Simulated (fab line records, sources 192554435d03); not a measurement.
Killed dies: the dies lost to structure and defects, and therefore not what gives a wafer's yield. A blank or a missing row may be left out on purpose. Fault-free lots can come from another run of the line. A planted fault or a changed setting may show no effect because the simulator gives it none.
What tool caused it? / flow n5_finfet / 22 lots with 66 wafers sampled at 4 steps, on a route of 1938 steps

## WHAT EACH GAUGE READ, for each wafer
N5_BEOL_M12_RS_MEAS_54: measures by four-point-probe.
lot=L075; measured=day 11 03:26; on=film_metro-02; M12_RS (ohm/sq)=0.0599 0.0589 0.0582
lot=L074; measured=day 11 08:02; on=film_metro-02; M12_RS (ohm/sq)=0.0598 0.0597 0.0590
lot=L077; measured=day 11 09:07; on=film_metro-01; M12_RS (ohm/sq)=0.0585 0.0588 0.0591
lot=L078; measured=day 11 14:17; on=film_metro-02; M12_RS (ohm/sq)=0.0588 0.0587 0.0585
lot=L079; measured=day 11 21:05; on=film_metro-01; M12_RS (ohm/sq)=0.0608 0.0606 0.0599
lot=L081; measured=day 12 10:04; on=film_metro-02; M12_RS (ohm/sq)=0.0604 0.0595 0.0602
lot=L080; measured=day 12 07:59; on=film_metro-01; M12_RS (ohm/sq)=0.0609 0.0596 0.0595
lot=L082; measured=day 12 14:41; on=film_metro-02; M12_RS (ohm/sq)=0.0605 0.0600 0.0597
lot=L083; measured=day 13 00:25; on=film_metro-02; M12_RS (ohm/sq)=0.0603 0.0601 0.0599
lot=L084; measured=day 13 07:32; on=film_metro-02; M12_RS (ohm/sq)=0.0577 0.0595 0.0580
lot=L087; measured=day 13 19:16; on=film_metro-02; M12_RS (ohm/sq)=0.0605 0.0602 0.0593
lot=L085; measured=day 13 21:58; on=film_metro-02; M12_RS (ohm/sq)=0.0582 0.0598 0.0603
lot=L088; measured=day 14 02:26; on=film_metro-02; M12_RS (ohm/sq)=0.0588 0.0593 0.0586
lot=L086; measured=day 14 07:11; on=film_metro-02; M12_RS (ohm/sq)=0.0600 0.0617 0.0607
lot=L089; measured=day 14 12:01; on=film_metro-01; M12_RS (ohm/sq)=0.0580 0.0580 0.0579
lot=L090; measured=day 14 20:44; on=film_metro-02; M12_RS (ohm/sq)=0.0594 0.0586 0.0575
lot=L093; measured=day 15 06:22; on=film_metro-02; M12_RS (ohm/sq)=0.0591 0.0590 0.0594
lot=L092; measured=day 15 12:41; on=film_metro-02; M12_RS (ohm/sq)=0.0594 0.0594 0.0591
lot=L095; measured=day 15 20:47; on=film_metro-01; M12_RS (ohm/sq)=0.0595 0.0606 0.0615
lot=L094; measured=day 15 21:25; on=film_metro-02; M12_RS (ohm/sq)=0.0597 0.0600 0.0593
lot=L096; measured=day 16 02:46; on=film_metro-01; M12_RS (ohm/sq)=0.0596 0.0592 0.0585
lot=L097; measured=day 16 12:37; on=film_metro-02; M12_RS (ohm/sq)=0.0598 0.0597 0.0599

## TOOL THAT RAN EACH LOT (tool first, then ch and the chambers of the sampled wafers, then the start)
lot=L075; N5_BEOL_M12_ETCH_67=rie_diel-01 ch 0,1, day 10 23:12; N5_BEOL_M12_SPUTTER_45=pvd_sputter-03, day 11 02:26; N5_BEOL_M12_DEP_53=pecvd-01 ch 1,2, day 11 03:21
lot=L074; N5_BEOL_M12_ETCH_67=rie_diel-03 ch 1,2,3, day 11 01:59; N5_BEOL_M12_SPUTTER_45=pvd_sputter-01, day 11 07:03; N5_BEOL_M12_DEP_53=pecvd-02 ch 1,2, day 11 07:58
lot=L077; N5_BEOL_M12_ETCH_67=rie_diel-01 ch 0,1,3, day 11 06:47; N5_BEOL_M12_SPUTTER_45=pvd_sputter-01, day 11 07:59; N5_BEOL_M12_DEP_53=pecvd-04 ch 0,1, day 11 09:02
lot=L078; N5_BEOL_M12_ETCH_67=rie_diel-01 ch 0,1,3, day 11 11:04; N5_BEOL_M12_SPUTTER_45=pvd_sputter-02, day 11 13:19; N5_BEOL_M12_DEP_53=pecvd-04 ch 0,2, day 11 14:14
lot=L079; N5_BEOL_M12_ETCH_67=rie_diel-05 ch 0,1, day 11 15:40; N5_BEOL_M12_SPUTTER_45=pvd_sputter-02, day 11 20:06; N5_BEOL_M12_DEP_53=pecvd-01 ch 0,2, day 11 21:01
lot=L081; N5_BEOL_M12_ETCH_67=rie_diel-03 ch 0,1,3, day 11 23:07; N5_BEOL_M12_SPUTTER_45=pvd_sputter-03, day 12 09:05; N5_BEOL_M12_DEP_53=pecvd-02 ch 0,1, day 12 10:01
lot=L080; N5_BEOL_M12_ETCH_67=rie_diel-05 ch 0,1,3, day 12 01:20; N5_BEOL_M12_SPUTTER_45=pvd_sputter-01, day 12 06:50; N5_BEOL_M12_DEP_53=pecvd-04 ch 0,1,2, day 12 07:55
lot=L082; N5_BEOL_M12_ETCH_67=rie_diel-05 ch 0,1,2, day 12 12:23; N5_BEOL_M12_SPUTTER_45=pvd_sputter-01, day 12 13:41; N5_BEOL_M12_DEP_53=pecvd-02 ch 1,2, day 12 14:37
lot=L083; N5_BEOL_M12_ETCH_67=rie_diel-05 ch 1,3, day 12 19:17; N5_BEOL_M12_SPUTTER_45=pvd_sputter-02, day 12 23:26; N5_BEOL_M12_DEP_53=pecvd-04 ch 0,1,2, day 13 00:21
lot=L084; N5_BEOL_M12_ETCH_67=rie_diel-03 ch 0,1,2, day 13 02:46; N5_BEOL_M12_SPUTTER_45=pvd_sputter-01, day 13 06:33; N5_BEOL_M12_DEP_53=pecvd-01 ch 1,2, day 13 07:28
lot=L087; N5_BEOL_M12_ETCH_67=rie_diel-05 ch 0,2,3, day 13 13:57; N5_BEOL_M12_SPUTTER_45=pvd_sputter-01, day 13 18:17; N5_BEOL_M12_DEP_53=pecvd-01 ch 1,2, day 13 19:13
lot=L085; N5_BEOL_M12_ETCH_67=rie_diel-05 ch 0,2,3, day 13 14:31; N5_BEOL_M12_SPUTTER_45=pvd_sputter-02, day 13 20:59; N5_BEOL_M12_DEP_53=pecvd-01 ch 0,1,2, day 13 21:55
lot=L088; N5_BEOL_M12_ETCH_67=rie_diel-01 ch 1,2,3, day 13 22:20; N5_BEOL_M12_SPUTTER_45=pvd_sputter-01, day 14 01:26; N5_BEOL_M12_DEP_53=pecvd-04 ch 0,1,2, day 14 02:21
lot=L086; N5_BEOL_M12_ETCH_67=rie_diel-05 ch 0,3, day 14 03:14; N5_BEOL_M12_SPUTTER_45=pvd_sputter-01, day 14 06:11; N5_BEOL_M12_DEP_53=pecvd-04 ch 1,2, day 14 07:07
lot=L089; N5_BEOL_M12_ETCH_67=rie_diel-01 ch 1,3, day 14 08:13; N5_BEOL_M12_SPUTTER_45=pvd_sputter-02, day 14 11:01; N5_BEOL_M12_DEP_53=pecvd-02 ch 0,1,2, day 14 11:57
lot=L090; N5_BEOL_M12_ETCH_67=rie_diel-03 ch 1,2, day 14 18:34; N5_BEOL_M12_SPUTTER_45=pvd_sputter-01, day 14 19:44; N5_BEOL_M12_DEP_53=pecvd-02 ch 0,1,2, day 14 20:40
lot=L093; N5_BEOL_M12_ETCH_67=rie_diel-01 ch 0,1,2, day 15 04:01; N5_BEOL_M12_SPUTTER_45=pvd_sputter-03, day 15 05:23; N5_BEOL_M12_DEP_53=pecvd-01 ch 0,2, day 15 06:17
lot=L092; N5_BEOL_M12_ETCH_67=rie_diel-01 ch 0,2,3, day 15 08:30; N5_BEOL_M12_SPUTTER_45=pvd_sputter-01, day 15 11:25; N5_BEOL_M12_DEP_53=pecvd-02 ch 0,2, day 15 12:37
lot=L095; N5_BEOL_M12_ETCH_67=rie_diel-05 ch 2,3, day 15 17:20; N5_BEOL_M12_SPUTTER_45=pvd_sputter-01, day 15 19:48; N5_BEOL_M12_DEP_53=pecvd-02 ch 0,2, day 15 20:43
lot=L094; N5_BEOL_M12_ETCH_67=rie_diel-03 ch 0,2, day 15 18:10; N5_BEOL_M12_SPUTTER_45=pvd_sputter-02, day 15 20:26; N5_BEOL_M12_DEP_53=pecvd-02 ch 1,2, day 15 21:20
lot=L096; N5_BEOL_M12_ETCH_67=rie_diel-01 ch 0,1,2, day 15 23:28; N5_BEOL_M12_SPUTTER_45=pvd_sputter-01, day 16 01:47; N5_BEOL_M12_DEP_53=pecvd-04 ch 1,2, day 16 02:42
lot=L097; N5_BEOL_M12_ETCH_67=rie_diel-03 ch 1,3, day 16 08:58; N5_BEOL_M12_SPUTTER_45=pvd_sputter-01, day 16 11:38; N5_BEOL_M12_DEP_53=pecvd-01 ch 0,1,2, day 16 12:32
- N5_BEOL_M12_ETCH_67: etches SiARC in CF4, target depth 143 nm, time 238.3 s.
- N5_BEOL_M12_SPUTTER_45: material Cu, target thk 80 nm, time 13.33 s.
- N5_BEOL_M12_DEP_53: deposits SiCN from 3MS/NH3, target thk 30 nm, time 10.5 s.

## AS READ BY THE TOOLS THEMSELVES (means over the sampled wafers that have a number; for cases with no such wafer, the mark the record gives instead)
N5_BEOL_M12_ETCH_67.
lot=L075; tool=rie_diel-01; drypump_motor_current_A (A)=5.4; etch_rf_on_time_s (s)=227; oes_product_au (a.u.)=0.74; rf_vpp_V (V)=183.6; showerhead_plenum_p_Torr (Torr)=2.14; throttle_valve_pct (%)=15.28
lot=L074; tool=rie_diel-03; drypump_motor_current_A (A)=6.1; etch_rf_on_time_s (s)=237; oes_product_au (a.u.)=0.72; rf_vpp_V (V)=184.6; showerhead_plenum_p_Torr (Torr)=2.14; throttle_valve_pct (%)=15.56
lot=L077; tool=rie_diel-01; drypump_motor_current_A (A)=5.3; etch_rf_on_time_s (s)=229; oes_product_au (a.u.)=0.71; rf_vpp_V (V)=184.6; showerhead_plenum_p_Torr (Torr)=2.11; throttle_valve_pct (%)=15.40
lot=L078; tool=rie_diel-01; drypump_motor_current_A (A)=5.3; etch_rf_on_time_s (s)=229; oes_product_au (a.u.)=0.71; rf_vpp_V (V)=183.7; showerhead_plenum_p_Torr (Torr)=2.11; throttle_valve_pct (%)=15.41
lot=L079; tool=rie_diel-05; drypump_motor_current_A (A)=5.5; etch_rf_on_time_s (s)=244; oes_product_au (a.u.)=0.65; rf_vpp_V (V)=184.8; showerhead_plenum_p_Torr (Torr)=2.20; throttle_valve_pct (%)=15.52
lot=L081; tool=rie_diel-03; drypump_motor_current_A (A)=5.9; etch_rf_on_time_s (s)=237; oes_product_au (a.u.)=0.74; rf_vpp_V (V)=184.3; showerhead_plenum_p_Torr (Torr)=2.20; throttle_valve_pct (%)=15.43
lot=L080; tool=rie_diel-05; drypump_motor_current_A (A)=5.6; etch_rf_on_time_s (s)=241; oes_product_au (a.u.)=0.62; rf_vpp_V (V)=184.3; showerhead_plenum_p_Torr (Torr)=2.16; throttle_valve_pct (%)=15.74
lot=L082; tool=rie_diel-05; drypump_motor_current_A (A)=5.7; etch_rf_on_time_s (s)=242; oes_product_au (a.u.)=0.69; rf_vpp_V (V)=183.4; showerhead_plenum_p_Torr (Torr)=2.18; throttle_valve_pct (%)=15.59
lot=L083; tool=rie_diel-05; drypump_motor_current_A (A)=5.5; etch_rf_on_time_s (s)=236; oes_product_au (a.u.)=0.61; rf_vpp_V (V)=184.1; showerhead_plenum_p_Torr (Torr)=2.13; throttle_valve_pct (%)=16.08
lot=L084; tool=rie_diel-03; drypump_motor_current_A (A)=6.0; etch_rf_on_time_s (s)=236; oes_product_au (a.u.)=0.74; rf_vpp_V (V)=184.7; showerhead_plenum_p_Torr (Torr)=2.15; throttle_valve_pct (%)=15.39
lot=L087; tool=rie_diel-05; drypump_motor_current_A (A)=5.8; etch_rf_on_time_s (s)=241; oes_product_au (a.u.)=0.67; rf_vpp_V (V)=185.2; showerhead_plenum_p_Torr (Torr)=2.17; throttle_valve_pct (%)=15.48
lot=L085; tool=rie_diel-05; drypump_motor_current_A (A)=5.8; etch_rf_on_time_s (s)=240; oes_product_au (a.u.)=0.68; rf_vpp_V (V)=184.2; showerhead_plenum_p_Torr (Torr)=2.17; throttle_valve_pct (%)=15.48
lot=L088; tool=rie_diel-01; drypump_motor_current_A (A)=5.5; etch_rf_on_time_s (s)=236; oes_product_au (a.u.)=0.73; rf_vpp_V (V)=184.1; showerhead_plenum_p_Torr (Torr)=2.11; throttle_valve_pct (%)=15.53
lot=L086; tool=rie_diel-05; drypump_motor_current_A (A)=5.5; etch_rf_on_time_s (s)=240; oes_product_au (a.u.)=0.62; rf_vpp_V (V)=184.7; showerhead_plenum_p_Torr (Torr)=2.19; throttle_valve_pct (%)=15.44
lot=L089; tool=rie_diel-01; drypump_motor_current_A (A)=5.5; etch_rf_on_time_s (s)=231; oes_product_au (a.u.)=0.70; rf_vpp_V (V)=183.7; showerhead_plenum_p_Torr (Torr)=2.13; throttle_valve_pct (%)=15.42
lot=L090; tool=rie_diel-03; drypump_motor_current_A (A)=6.2; etch_rf_on_time_s (s)=232; oes_product_au (a.u.)=0.70; rf_vpp_V (V)=183.2; showerhead_plenum_p_Torr (Torr)=2.07; throttle_valve_pct (%)=15.58
lot=L093; tool=rie_diel-01; drypump_motor_current_A (A)=5.5; etch_rf_on_time_s (s)=231; oes_product_au (a.u.)=0.72; rf_vpp_V (V)=184.1; showerhead_plenum_p_Torr (Torr)=2.11; throttle_valve_pct (%)=15.47
lot=L092; tool=rie_diel-01; drypump_motor_current_A (A)=5.3; etch_rf_on_time_s (s)=239; oes_product_au (a.u.)=0.70; rf_vpp_V (V)=183.1; showerhead_plenum_p_Torr (Torr)=2.08; throttle_valve_pct (%)=15.59
lot=L095; tool=rie_diel-05; drypump_motor_current_A (A)=5.8; etch_rf_on_time_s (s)=237; oes_product_au (a.u.)=0.64; rf_vpp_V (V)=184.3; showerhead_plenum_p_Torr (Torr)=2.13; throttle_valve_pct (%)=15.71
lot=L094; tool=rie_diel-03; drypump_motor_current_A (A)=5.6; etch_rf_on_time_s (s)=237; oes_product_au (a.u.)=0.73; rf_vpp_V (V)=185.0; showerhead_plenum_p_Torr (Torr)=2.20; throttle_valve_pct (%)=15.29
lot=L096; tool=rie_diel-01; drypump_motor_current_A (A)=5.5; etch_rf_on_time_s (s)=232; oes_product_au (a.u.)=0.71; rf_vpp_V (V)=183.1; showerhead_plenum_p_Torr (Torr)=2.11; throttle_valve_pct (%)=15.47
lot=L097; tool=rie_diel-03; drypump_motor_current_A (A)=6.3; etch_rf_on_time_s (s)=236; oes_product_au (a.u.)=0.69; rf_vpp_V (V)=184.3; showerhead_plenum_p_Torr (Torr)=2.13; throttle_valve_pct (%)=15.63

N5_BEOL_M12_SPUTTER_45.
lot=L075; tool=pvd_sputter-03; bias_v (V)=60.0; susceptor_temp_C (C)=-20.03; throttle_valve_pct (%)=30.1
lot=L074; tool=pvd_sputter-01; bias_v (V)=59.7; susceptor_temp_C (C)=-20.03; throttle_valve_pct (%)=28.9
lot=L077; tool=pvd_sputter-01; bias_v (V)=59.8; susceptor_temp_C (C)=-20.14; throttle_valve_pct (%)=30.3
lot=L078; tool=pvd_sputter-02; bias_v (V)=60.0; susceptor_temp_C (C)=-20.08; throttle_valve_pct (%)=31.8
lot=L079; tool=pvd_sputter-02; bias_v (V)=60.3; susceptor_temp_C (C)=-20.03; throttle_valve_pct (%)=29.8
lot=L081; tool=pvd_sputter-03; bias_v (V)=60.2; susceptor_temp_C (C)=-20.01; throttle_valve_pct (%)=30.0
lot=L080; tool=pvd_sputter-01; bias_v (V)=59.4; susceptor_temp_C (C)=-19.93; throttle_valve_pct (%)=29.3
lot=L082; tool=pvd_sputter-01; bias_v (V)=60.4; susceptor_temp_C (C)=-19.90; throttle_valve_pct (%)=28.9
lot=L083; tool=pvd_sputter-02; bias_v (V)=60.5; susceptor_temp_C (C)=-20.02; throttle_valve_pct (%)=29.2
lot=L084; tool=pvd_sputter-01; bias_v (V)=60.3; susceptor_temp_C (C)=-20.05; throttle_valve_pct (%)=29.1
lot=L087; tool=pvd_sputter-01; bias_v (V)=60.3; susceptor_temp_C (C)=-20.06; throttle_valve_pct (%)=29.8
lot=L085; tool=pvd_sputter-02; bias_v (V)=59.6; susceptor_temp_C (C)=-19.99; throttle_valve_pct (%)=31.4
lot=L088; tool=pvd_sputter-01; bias_v (V)=59.7; susceptor_temp_C (C)=-20.00; throttle_valve_pct (%)=29.4
lot=L086; tool=pvd_sputter-01; bias_v (V)=60.0; susceptor_temp_C (C)=-19.99; throttle_valve_pct (%)=29.3
lot=L089; tool=pvd_sputter-02; bias_v (V)=59.7; susceptor_temp_C (C)=-20.01; throttle_valve_pct (%)=30.6
lot=L090; tool=pvd_sputter-01; bias_v (V)=60.6; susceptor_temp_C (C)=-20.07; throttle_valve_pct (%)=28.6
lot=L093; tool=pvd_sputter-03; bias_v (V)=60.1; susceptor_temp_C (C)=-20.09; throttle_valve_pct (%)=31.0
lot=L092; tool=pvd_sputter-01; bias_v (V)=60.0; susceptor_temp_C (C)=-19.98; throttle_valve_pct (%)=29.9
lot=L095; tool=pvd_sputter-01; bias_v (V)=60.4; susceptor_temp_C (C)=-19.98; throttle_valve_pct (%)=29.9
lot=L094; tool=pvd_sputter-02; bias_v (V)=60.1; susceptor_temp_C (C)=-19.93; throttle_valve_pct (%)=31.5
lot=L096; tool=pvd_sputter-01; bias_v (V)=60.4; susceptor_temp_C (C)=-20.03; throttle_valve_pct (%)=29.1
lot=L097; tool=pvd_sputter-01; bias_v (V)=59.9; susceptor_temp_C (C)=-19.99; throttle_valve_pct (%)=28.9

N5_BEOL_M12_DEP_53.
lot=L075; tool=pecvd-01; showerhead_plenum_p_Torr (Torr)=4.102; throttle_valve_pct (%)=19.1
lot=L074; tool=pecvd-02; showerhead_plenum_p_Torr (Torr)=4.151; throttle_valve_pct (%)=17.5
lot=L077; tool=pecvd-04; showerhead_plenum_p_Torr (Torr)=4.178; throttle_valve_pct (%)=18.2
lot=L078; tool=pecvd-04; showerhead_plenum_p_Torr (Torr)=4.141; throttle_valve_pct (%)=17.6
lot=L079; tool=pecvd-01; showerhead_plenum_p_Torr (Torr)=4.129; throttle_valve_pct (%)=17.7
lot=L081; tool=pecvd-02; showerhead_plenum_p_Torr (Torr)=4.161; throttle_valve_pct (%)=19.0
lot=L080; tool=pecvd-04; showerhead_plenum_p_Torr (Torr)=4.168; throttle_valve_pct (%)=18.0
lot=L082; tool=pecvd-02; showerhead_plenum_p_Torr (Torr)=4.151; throttle_valve_pct (%)=17.8
lot=L083; tool=pecvd-04; showerhead_plenum_p_Torr (Torr)=4.167; throttle_valve_pct (%)=18.0
lot=L084; tool=pecvd-01; showerhead_plenum_p_Torr (Torr)=4.109; throttle_valve_pct (%)=19.2
lot=L087; tool=pecvd-01; showerhead_plenum_p_Torr (Torr)=4.115; throttle_valve_pct (%)=18.6
lot=L085; tool=pecvd-01; showerhead_plenum_p_Torr (Torr)=4.115; throttle_valve_pct (%)=18.5
lot=L088; tool=pecvd-04; showerhead_plenum_p_Torr (Torr)=4.168; throttle_valve_pct (%)=18.0
lot=L086; tool=pecvd-04; showerhead_plenum_p_Torr (Torr)=4.149; throttle_valve_pct (%)=17.7
lot=L089; tool=pecvd-02; showerhead_plenum_p_Torr (Torr)=4.159; throttle_valve_pct (%)=18.3
lot=L090; tool=pecvd-02; showerhead_plenum_p_Torr (Torr)=4.150; throttle_valve_pct (%)=18.5
lot=L093; tool=pecvd-01; showerhead_plenum_p_Torr (Torr)=4.138; throttle_valve_pct (%)=18.1
lot=L092; tool=pecvd-02; showerhead_plenum_p_Torr (Torr)=4.159; throttle_valve_pct (%)=18.3
lot=L095; tool=pecvd-02; showerhead_plenum_p_Torr (Torr)=4.159; throttle_valve_pct (%)=18.3
lot=L094; tool=pecvd-02; showerhead_plenum_p_Torr (Torr)=4.146; throttle_valve_pct (%)=17.7
lot=L096; tool=pecvd-04; showerhead_plenum_p_Torr (Torr)=4.151; throttle_valve_pct (%)=17.6
lot=L097; tool=pecvd-01; showerhead_plenum_p_Torr (Torr)=4.124; throttle_valve_pct (%)=18.6

## THE ANSWER, worked out from the rows above alone
Rule: usual is defined by the lots themselves. The widest of any qualifying gaps counts: lots, ordered by their means at a reading, are off when they make up no more than a third of the lots, leave a main group of 4 or more, and stand apart from it by 3 or more times the standard deviation of that group's means. Not used: any main group whose means are identical at the precision the tables above print for the reading. A lot without any number at a reading at which 4 lots or more have one is off too. All remaining lots with rows at the step are treated as sound. Order of review: gauges by route order, followed by the tools' own readings, for which a lot's mean as printed above is used. The first step at which some lot is off is used, and at that step the reading that is off furthest; a lot without a number counts as furthest.
Nothing can be told from this: no lot is off at any reading shown.

## WHAT HAD BEEN PUT IN BY THE SIMULATOR
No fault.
